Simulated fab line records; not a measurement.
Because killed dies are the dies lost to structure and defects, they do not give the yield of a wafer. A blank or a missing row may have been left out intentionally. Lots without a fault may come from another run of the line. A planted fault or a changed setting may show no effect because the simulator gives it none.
Chamber matching + flow nand harc + 3 sister chambers for NHARC_P_M2_DEP_33 on pecvd-04
The step deposits SiCN, target thk 30 nm. 3 wafers are shown with their chamber, then 7 later ones without.

WAFERS PAIRED WITH THEIR CHAMBERS
| wafer  | chamber | heater power w (W) |
|--------|---------|--------------------|
| L083.6 | 2       | 583                |
| L084.2 | 1       | 694                |
| L084.3 | 0       | 691                |

WAFERS WHOSE CHAMBER IS MISSING
| wafer  | heater power w (W) |
|--------|--------------------|
| L084.6 | 690                |
| L091.1 | 558                |
| L091.3 | 640                |
| L091.4 | 613                |
| L092.1 | 626                |
| L092.2 | 638                |
| L092.5 | 641                |

CHAMBER TAKEN BY EACH
| wafer  | from the rows above          | in truth |
|--------|------------------------------|----------|
| L084.6 | can't be placed: 0 or 1      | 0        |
| L091.1 | 2                            | 2        |
| L091.3 | can't be placed: 0 or 1 or 2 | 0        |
| L091.4 | can't be placed: 2 or 0 or 1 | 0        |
| L092.1 | can't be placed: 2 or 0 or 1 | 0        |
| L092.2 | can't be placed: 0 or 2 or 1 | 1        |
| L092.5 | can't be placed: 0 or 1 or 2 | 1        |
Correctly placed: 1 of 7. Not placeable from these rows: 6 (in 6, the candidates include the true chamber). Number placed wrongly: 0.
How it was worked out, from the rows above alone: a wafer's distance from a chamber is the root of the sum, over the readings, of the square of ((its reading less the chamber's mean) divided by the reading's scatter). If the next closest chamber is less than 2 further off than the closest, the wafer can't be placed; otherwise it belongs to the closest. A chamber's mean is the mean of its shown wafers. The scatter: with one shown wafer a chamber, the root of the mean of the squares of how far each hidden wafer lies from its nearest shown one.
